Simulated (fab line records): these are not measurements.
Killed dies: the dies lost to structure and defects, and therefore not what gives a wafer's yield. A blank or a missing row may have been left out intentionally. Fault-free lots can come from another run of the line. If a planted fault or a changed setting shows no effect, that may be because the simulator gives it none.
Matching of chambers || flow n5-finfet || N5_STI_FIN_REVEAL_CMP_04 on cmp-02 has 4 sister chambers
The step polishes, stops on Si3N4, t overpolish 4 s, target thk 131.83 nm. 8 wafers are shown with their chamber, then 10 later ones without.

## EACH WAFER AND ITS CHAMBER
{"wafer": "L079.2", "chamber": 3, "motor-current-A (A)": 7.5, "time-to-endpoint-s (s)": 108}
{"wafer": "L082.2", "chamber": 0, "motor-current-A (A)": 6.8, "time-to-endpoint-s (s)": 104}
{"wafer": "L082.6", "chamber": 2, "motor-current-A (A)": 7.8, "time-to-endpoint-s (s)": 96}
{"wafer": "L085.2", "chamber": 3, "motor-current-A (A)": 7.9, "time-to-endpoint-s (s)": 105}
{"wafer": "L085.4", "chamber": 2, "motor-current-A (A)": 7.7, "time-to-endpoint-s (s)": 102}
{"wafer": "L085.5", "chamber": 1, "motor-current-A (A)": 8.5, "time-to-endpoint-s (s)": 106}
{"wafer": "L093.3", "chamber": 1, "motor-current-A (A)": 8.6, "time-to-endpoint-s (s)": 101}
{"wafer": "L093.4", "chamber": 0, "motor-current-A (A)": 6.9, "time-to-endpoint-s (s)": 106}

## WAFERS MISSING THEIR CHAMBER
{"wafer": "L093.6", "motor-current-A (A)": 8.5, "time-to-endpoint-s (s)": 109}
{"wafer": "L094.1", "motor-current-A (A)": 7.8, "time-to-endpoint-s (s)": 106}
{"wafer": "L094.4", "motor-current-A (A)": 7.8, "time-to-endpoint-s (s)": 108}
{"wafer": "L094.6", "motor-current-A (A)": 8.4, "time-to-endpoint-s (s)": 105}
{"wafer": "L095.1", "motor-current-A (A)": 7.7, "time-to-endpoint-s (s)": 99}
{"wafer": "L095.4", "motor-current-A (A)": 8.8, "time-to-endpoint-s (s)": 103}
{"wafer": "L095.5", "motor-current-A (A)": 7.3, "time-to-endpoint-s (s)": 105}
{"wafer": "L097.2", "motor-current-A (A)": 8.6, "time-to-endpoint-s (s)": 104}
{"wafer": "L097.3", "motor-current-A (A)": 7.9, "time-to-endpoint-s (s)": 102}
{"wafer": "L097.6", "motor-current-A (A)": 8.3, "time-to-endpoint-s (s)": 107}

## EACH ONE'S CHAMBER
{"wafer": "L093.6", "from the rows above": 1, "in truth": 1}
{"wafer": "L094.1", "from the rows above": "can't be placed: 3 or 2", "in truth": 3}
{"wafer": "L094.4", "from the rows above": 3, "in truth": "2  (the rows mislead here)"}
{"wafer": "L094.6", "from the rows above": 1, "in truth": 1}
{"wafer": "L095.1", "from the rows above": 2, "in truth": 2}
{"wafer": "L095.4", "from the rows above": 1, "in truth": 1}
{"wafer": "L095.5", "from the rows above": "can't be placed: 3 or 0 or 2", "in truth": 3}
{"wafer": "L097.2", "from the rows above": 1, "in truth": 1}
{"wafer": "L097.3", "from the rows above": "can't be placed: 2 or 3", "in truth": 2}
{"wafer": "L097.6", "from the rows above": "can't be placed: 1 or 3", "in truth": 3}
Placed correctly: 5 of 10. Not placeable from these rows: 4 (in 4, the candidates include the true chamber). Number placed wrongly: 1.
How it was worked out, from the rows above alone: a wafer's distance from a chamber is the root of the sum, over the readings, of the square of ((its reading less the chamber's mean) divided by the reading's scatter). The wafer belongs to the nearest chamber; if the next one is less than 2 further off, it can't be placed. Each chamber's mean is taken over the wafers shown for it. The scatter: the root of (the sum of the squares of (reading less its chamber's mean) over the shown wafers, divided by (wafers less chambers)).
